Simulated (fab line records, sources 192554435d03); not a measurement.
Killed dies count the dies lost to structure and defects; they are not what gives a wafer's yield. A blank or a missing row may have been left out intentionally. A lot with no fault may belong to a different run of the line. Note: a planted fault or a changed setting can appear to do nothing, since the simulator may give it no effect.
Which tool is to blame? ; flow n5 finfet ; 24 lots with 72 wafers sampled at 6 steps, on a route of 1938 steps

WHAT EACH GAUGE READ, for each wafer
N5_BEOL_M8_THK_MEAS_53: measures by xrf. Usual: for M8_THK the level is 78.9 nm and the standard deviation is 1.7.
lot;measured;on;M8_THK (nm);flag
L074;day 9 09:11;film metro-02;77.0 78.3 79.9;
L075;day 9 22:05;film metro-02;81.3 80.9 79.7;
L076;day 9 23:22;film metro-02;79.7 81.2 80.9;
L077;day 10 07:18;film metro-02;79.4 78.6 79.9;
L078;day 10 07:56;film metro-02;79.7 80.1 80.5;
L079;day 10 15:43;film metro-01;76.2 78.3 76.9;
L080;day 10 20:44;film metro-02;79.9 80.5 79.8;
L082;day 11 09:04;film metro-02;81.5 81.1 80.1;
L081;day 11 09:25;film metro-01;78.5 78.1 76.7;
L083;day 11 11:19;film metro-02;78.1 76.0 76.8;
L084;day 11 17:23;film metro-01;77.5 77.7 77.3;
L085;day 12 05:27;film metro-02;78.1 79.7 81.4;
L088;day 12 15:04;film metro-02;76.4 75.6 78.6;
L086;day 12 16:04;film metro-02;81.6 81.5 80.0;
L087;day 12 15:36;film metro-02;77.8 77.0 77.4;
L089;day 13 11:55;film metro-01;77.3 78.0 80.2;
L090;day 13 16:51;film metro-01;79.7 79.4 78.7;
L091;day 13 19:18;film metro-02;78.8 79.7 80.1;
L093;day 14 00:03;film metro-01;81.6 79.5 80.8;
L092;day 14 06:00;film metro-02;76.4 77.5 75.0;
L094;day 14 11:53;film metro-01;75.5 78.5 76.0;
L095;day 14 15:30;film metro-01;77.7 78.6 77.4;
L097;day 15 02:14;film metro-01;80.3 78.8 79.2;
L096;day 15 07:04;film metro-02;79.2 77.7 77.1;

N5_BEOL_M9_CD_MEAS_11 targets a cd of 64.1 nm. Usual: cd nm 64.1 nm, standard deviation 0.46.
lot;measured;on;cd nm (nm);flag
L074;day 9 10:38;cd sem-03;64.1 63.6 64.6;
L075;day 9 23:42;cd sem-01;63.6 63.5 63.7;
L076;day 10 07:48;cd sem-03;64.4 63.5 64.5;
L077;day 10 09:21;cd sem-03;64.1 64.2 63.9;
L078;day 10 09:31;cd sem-02;64.4 64.4 64.3;
L079;day 10 18:20;cd sem-02;63.2 62.8 63.8;
L080;day 10 23:54;cd sem-03;64.6 64.7 65.0;
L082;day 11 11:10;cd sem-02;64.1 64.1 64.6;
L081;day 11 14:33;cd sem-01;64.7 64.0 63.8;
L083;day 11 14:55;cd sem-02;64.2 63.6 63.7;
L084;day 11 19:16;cd sem-02;63.8 64.2 63.5;
L085;day 12 07:59;cd sem-03;64.1 64.9 64.0;
L088;day 12 17:55;cd sem-02;64.7 64.4 64.2;
L086;day 12 18:27;cd sem-03;63.9 63.7 63.7;
L087;day 12 18:15;cd sem-03;63.8 63.9 64.0;
L089;day 13 14:46;cd sem-02;64.1 63.8 63.5;
L090;day 13 18:50;cd sem-01;64.1 64.3 64.1;
L091;day 13 21:04;cd sem-03;64.2 63.7 64.1;
L093;day 14 02:44;cd sem-02;64.9 64.4 64.9;
L092;day 14 08:43;cd sem-03;63.7 64.3 64.0;
L094;day 14 14:52;cd sem-02;64.9 64.1 64.5;
L095;day 14 17:51;cd sem-03;64.3 65.0 64.4;
L097;day 15 04:17;cd sem-02;64.3 64.2 64.4;
L096;day 15 09:47;cd sem-01;64.0 64.3 64.2;

WHICH TOOL RAN EACH LOT (tool, then ch and the chambers of the sampled wafers, then the start)
lot;N5_BEOL_M8_STRIP_67;N5_BEOL_M8_ANNEAL_51;N5_BEOL_M9_ILD_DEP_00;N5_BEOL_M9_CURE_71
L074;rie diel-04 ch 0,2,3, day 9 02:43;rtp anneal-01 ch 0, day 9 08:36;pecvd-04 ch 1,2, day 9 09:23;uv cure-02 ch 2, day 9 09:28
L075;rie diel-01 ch 0,2,3, day 9 16:53;rtp anneal-02 ch 0, day 9 21:29;pecvd-03 ch 0,1, day 9 22:17;uv cure-02 ch 2, day 9 22:21
L076;rie diel-02 ch 0,1,3, day 9 19:16;rtp anneal-01 ch 0, day 9 22:55;pecvd-04 ch 0,1,2, day 9 23:37;uv cure-02 ch 2, day 9 23:55
L077;rie diel-02 ch 0,2,3, day 10 04:10;rtp anneal-01 ch 0, day 10 06:42;pecvd-04 ch 0,1, day 10 07:29;uv cure-01 ch 1, day 10 07:36
L078;rie diel-01 ch 0,1,2, day 10 04:22;rtp anneal-01 ch 0, day 10 07:20;pecvd-02 ch 0,1, day 10 08:08;uv cure-03 ch 0, day 10 08:12
L079;rie diel-01 ch 1,2,3, day 10 11:28;rtp anneal-02 ch 0, day 10 15:15;pecvd-02 ch 0,1,2, day 10 15:56;uv cure-01 ch 2, day 10 16:28
L080;rie diel-02 ch 0,1,3, day 10 15:53;rtp anneal-01 ch 0, day 10 20:09;pecvd-04 ch 1,2, day 10 20:56;uv cure-01 ch 2, day 10 21:01
L082;rie diel-04 ch 0,3, day 11 04:11;rtp anneal-01 ch 0, day 11 08:31;pecvd-04 ch 0,1,2, day 11 09:16;uv cure-01 ch 2, day 11 09:37
L081;rie diel-04 ch 2,3, day 11 04:37;rtp anneal-01 ch 0, day 11 08:52;pecvd-04 ch 0,1, day 11 09:36;uv cure-01 ch 2, day 11 10:24
L083;rie diel-02 ch 1,2, day 11 04:44;rtp anneal-01 ch 0, day 11 10:43;pecvd-04 ch 1,2, day 11 11:31;uv cure-03 ch 1, day 11 11:35
L084;rie diel-01 ch 0,1,2, day 11 09:40;rtp anneal-02 ch 0, day 11 16:47;pecvd-03 ch 0,1,2, day 11 17:34;uv cure-01 ch 1, day 11 17:39
L085;rie diel-02 ch 0,1,2, day 12 00:30;rtp anneal-01 ch 0, day 12 04:52;pecvd-02 ch 0,1,2, day 12 05:39;uv cure-03 ch 0, day 12 05:44
L088;rie diel-02 ch 0,1,3, day 12 07:52;rtp anneal-01 ch 0, day 12 14:28;pecvd-03 ch 0,1,2, day 12 15:15;uv cure-01 ch 0, day 12 15:20
L086;rie diel-02 ch 1,2,3, day 12 08:13;rtp anneal-01 ch 0, day 12 15:27;pecvd-03 ch 0,1, day 12 16:15;uv cure-01 ch 1, day 12 16:20
L087;rie diel-02 ch 0,1,2, day 12 09:05;rtp anneal-01 ch 0, day 12 15:05;pecvd-04 ch 0,1,2, day 12 15:47;uv cure-03 ch 0, day 12 16:02
L089;rie diel-04 ch 0,3, day 13 06:59;rtp anneal-02 ch 0, day 13 11:19;pecvd-04 ch 0,1, day 13 12:07;uv cure-03 ch 1, day 13 12:11
L090;rie diel-01 ch 1,3, day 13 12:44;rtp anneal-02 ch 0, day 13 16:16;pecvd-02 ch 0,1, day 13 17:03;uv cure-01 ch 0, day 13 17:28
L091;rie diel-04 ch 0,3, day 13 15:11;rtp anneal-02 ch 0, day 13 18:48;pecvd-04 ch 0,1,2, day 13 19:29;uv cure-01 ch 1, day 13 19:53
L093;rie diel-01 ch 0,1,2, day 13 18:58;rtp anneal-01 ch 0, day 13 23:28;pecvd-04 ch 1,2, day 14 00:15;uv cure-03 ch 2, day 14 00:20
L092;rie diel-01 ch 1,2, day 13 21:31;rtp anneal-02 ch 0, day 14 05:25;pecvd-04 ch 0,1,2, day 14 06:12;uv cure-02 ch 1, day 14 06:17
L094;rie diel-01 ch 1,2,3, day 14 06:29;rtp anneal-02 ch 0, day 14 11:18;pecvd-02 ch 0,1,2, day 14 12:05;uv cure-03 ch 0, day 14 12:27
L095;rie diel-01 ch 1,3, day 14 08:55;rtp anneal-02 ch 0, day 14 14:57;pecvd-04 ch 0,1,2, day 14 15:41;uv cure-01 ch 1, day 14 15:51
L097;rie diel-01 ch 0,2, day 14 21:55;rtp anneal-02 ch 0, day 15 01:44;pecvd-03 ch 1,2, day 15 02:29;uv cure-01 ch 0, day 15 02:44
L096;rie diel-02 ch 0,1, day 15 03:42;rtp anneal-02 ch 0, day 15 06:28;pecvd-04 ch 0,1,2, day 15 07:18;uv cure-03 ch 2, day 15 07:23
- N5_BEOL_M8_STRIP_67: strips in CF4.
- N5_BEOL_M8_ANNEAL_51: time 90 s.
- N5_BEOL_M9_ILD_DEP_00: deposits SiCOH lowk from DEMS/porogen, target thk 308.51 nm, time 58 s.
- N5_BEOL_M9_CURE_71: cures SiCOH lowk, time 240 s.

WHAT THE TOOLS THEMSELVES READ (means of the sampled wafers that have a number; where no wafer has one, the mark that the record gives instead)
N5_BEOL_M8_STRIP_67. Usual: bias power w 74.97 W, standard deviation 0.23; drypump motor current A 5.6 A, standard deviation 0.42; oes product au 0.80 a.u., standard deviation 0.07; rf vpp V 271.2 V, standard deviation 1.6; showerhead plenum p Torr 1.80 Torr, standard deviation 0.056; throttle valve pct 13.68 %, standard deviation 0.27.
lot;tool;bias power w (W);drypump motor current A (A);oes product au (a.u.);rf vpp V (V);showerhead plenum p Torr (Torr);throttle valve pct (%);flag
L074;rie diel-04;74.95;5.5;0.87;272.2;1.82;13.63;
L075;rie diel-01;74.81;5.9;0.87;273.5;1.87;13.46;
L076;rie diel-02;74.93;5.3;0.79;270.5;1.78;13.64;
L077;rie diel-02;75.03;5.2;0.73;269.2;1.76;13.84;
L078;rie diel-01;74.81;5.9;0.86;271.7;1.82;13.46;
L079;rie diel-01;75.05;6.0;0.81;272.3;1.84;13.64;
L080;rie diel-02;74.90;5.3;0.78;269.6;1.77;13.66;
L082;rie diel-04;75.09;5.5;0.83;271.1;1.81;13.66;
L081;rie diel-04;74.81;5.5;0.82;270.3;1.81;13.70;
L083;rie diel-02;74.81;5.1;0.76;268.9;1.72;13.74;
L084;rie diel-01;74.95;5.9;0.84;271.6;1.82;13.50;
L085;rie diel-02;75.12;5.3;0.76;270.2;1.74;13.75;
L088;rie diel-02;74.90;5.3;0.77;271.2;1.77;13.68;
L086;rie diel-02;75.21;5.1;0.76;270.3;1.75;13.68;
L087;rie diel-02;74.96;5.3;0.76;271.2;1.74;13.76;
L089;rie diel-04;74.89;5.4;0.79;271.4;1.80;13.71;
L090;rie diel-01;75.06;6.2;0.76;272.1;1.82;13.95;
L091;rie diel-04;75.01;5.5;0.81;271.2;1.81;13.71;
L093;rie diel-01;74.73;5.9;0.81;271.4;1.82;13.53;
L092;rie diel-01;74.91;5.9;0.77;270.5;1.78;13.70;
L094;rie diel-01;74.90;6.0;0.78;270.9;1.83;13.72;
L095;rie diel-01;74.72;6.2;0.75;273.0;1.82;13.98;
L097;rie diel-01;75.03;5.7;0.84;273.4;1.86;13.32;
L096;rie diel-02;74.98;5.4;0.79;270.6;1.75;13.63;

N5_BEOL_M8_ANNEAL_51. Usual: anneal temp c 225.01 C, standard deviation 0.17; wafer_temp_C_max 226.5, standard deviation 0.38.
lot;tool;anneal temp c (C);wafer_temp_C_max;flag
L074;rtp anneal-01;224.97;226.1;
L075;rtp anneal-02;225.04;226.7;
L076;rtp anneal-01;225.17;226.3;
L077;rtp anneal-01;224.99;226.4;
L078;rtp anneal-01;225.24;226.0;
L079;rtp anneal-02;225.07;226.6;
L080;rtp anneal-01;225.14;226.9;
L082;rtp anneal-01;224.86;226.2;
L081;rtp anneal-01;224.89;226.3;
L083;rtp anneal-01;224.88;226.5;
L084;rtp anneal-02;224.88;226.8;
L085;rtp anneal-01;225.12;226.4;
L088;rtp anneal-01;225.15;226.1;
L086;rtp anneal-01;225.20;226.2;
L087;rtp anneal-01;225.09;226.2;
L089;rtp anneal-02;224.97;227.2;
L090;rtp anneal-02;224.93;227.1;
L091;rtp anneal-02;225.21;227.0;
L093;rtp anneal-01;225.09;226.1;
L092;rtp anneal-02;224.90;226.6;
L094;rtp anneal-02;224.95;226.7;
L095;rtp anneal-02;224.94;226.4;
L097;rtp anneal-02;224.86;227.1;
L096;rtp anneal-02;225.02;226.7;

N5_BEOL_M9_ILD_DEP_00. Usual: heater power w 289 W, standard deviation 43; rf fwd power W 496.7 W, standard deviation 1.5; showerhead plenum p Torr 5.741 Torr, standard deviation 0.017; throttle valve pct 14.1 %, standard deviation 0.59.
lot;tool;heater power w (W);rf fwd power W (W);showerhead plenum p Torr (Torr);throttle valve pct (%);flag
L074;pecvd-04;289;497.6;5.738;14.2;
L075;pecvd-03;293;496.6;5.756;13.7;
L076;pecvd-04;280;496.8;5.735;14.4;
L077;pecvd-04;258;496.8;5.725;14.6;
L078;pecvd-02;314;496.8;5.742;13.5;
L079;pecvd-02;360;496.5;5.748;13.5;
L080;pecvd-04;264;498.3;5.741;14.3;
L082;pecvd-04;269;496.6;5.748;14.5;
L081;pecvd-04;230;496.3;5.731;14.4;
L083;pecvd-04;302;495.1;5.734;14.7;
L084;pecvd-03;261;496.5;5.746;13.8;
L085;pecvd-02;345;498.0;5.742;13.5;
L088;pecvd-03;297;496.8;5.744;13.8;
L086;pecvd-03;318;497.8;5.752;13.8;
L087;pecvd-04;263;496.6;5.734;14.4;
L089;pecvd-04;244;496.1;5.733;14.8;
L090;pecvd-02;337;494.8;5.755;13.8;
L091;pecvd-04;262;496.0;5.739;14.3;
L093;pecvd-04;268;496.2;5.733;14.6;
L092;pecvd-04;253;496.5;5.737;14.3;
L094;pecvd-02;350;497.1;5.756;13.4;
L095;pecvd-04;243;496.1;5.752;14.5;
L097;pecvd-03;319;498.0;5.738;13.9;
L096;pecvd-04;269;496.8;5.734;14.6;

N5_BEOL_M9_CURE_71. Usual: lamp power pct 52.31 %, standard deviation 0.054; wafer_temp_C_max 387.1, standard deviation 0.8.
lot;tool;lamp power pct (%);wafer_temp_C_max;flag
L074;uv cure-02;52.29;386.9;
L075;uv cure-02;52.26;387.4;
L076;uv cure-02;52.30;387.2;
L077;uv cure-01;52.35;386.5;
L078;uv cure-03;52.34;386.7;
L079;uv cure-01;52.33;388.7;
L080;uv cure-01;52.34;388.1;
L082;uv cure-01;52.28;388.5;
L081;uv cure-01;52.32;388.0;
L083;uv cure-03;52.34;387.8;
L084;uv cure-01;52.30;386.7;
L085;uv cure-03;52.33;386.5;
L088;uv cure-01;52.31;387.1;
L086;uv cure-01;52.35;386.4;
L087;uv cure-03;52.27;386.9;
L089;uv cure-03;52.28;388.3;
L090;uv cure-01;52.31;387.0;
L091;uv cure-01;52.32;386.5;
L093;uv cure-03;52.32;386.2;
L092;uv cure-02;52.30;386.6;
L094;uv cure-03;52.30;387.0;
L095;uv cure-01;52.31;386.3;
L097;uv cure-01;52.27;387.2;
L096;uv cure-03;52.32;386.3;

THE ANSWER, worked out from the rows above alone
Rule: a lot is off if the mean of its wafers that have a number lies more than 3 standard deviations from the usual mean. Also off: a lot with no number at a reading for which 4 or more lots have one. The other lots that the step has rows for count as sound. First the gauges in route order, then the tools' own readings, where a lot's mean is used as printed above. The first step at which some lot is off is used, and at that step the reading that is off furthest; a lot without a number counts as furthest.
No lot is off at any reading shown: from this, nothing can be told.

WHAT THE SIMULATOR PUT IN
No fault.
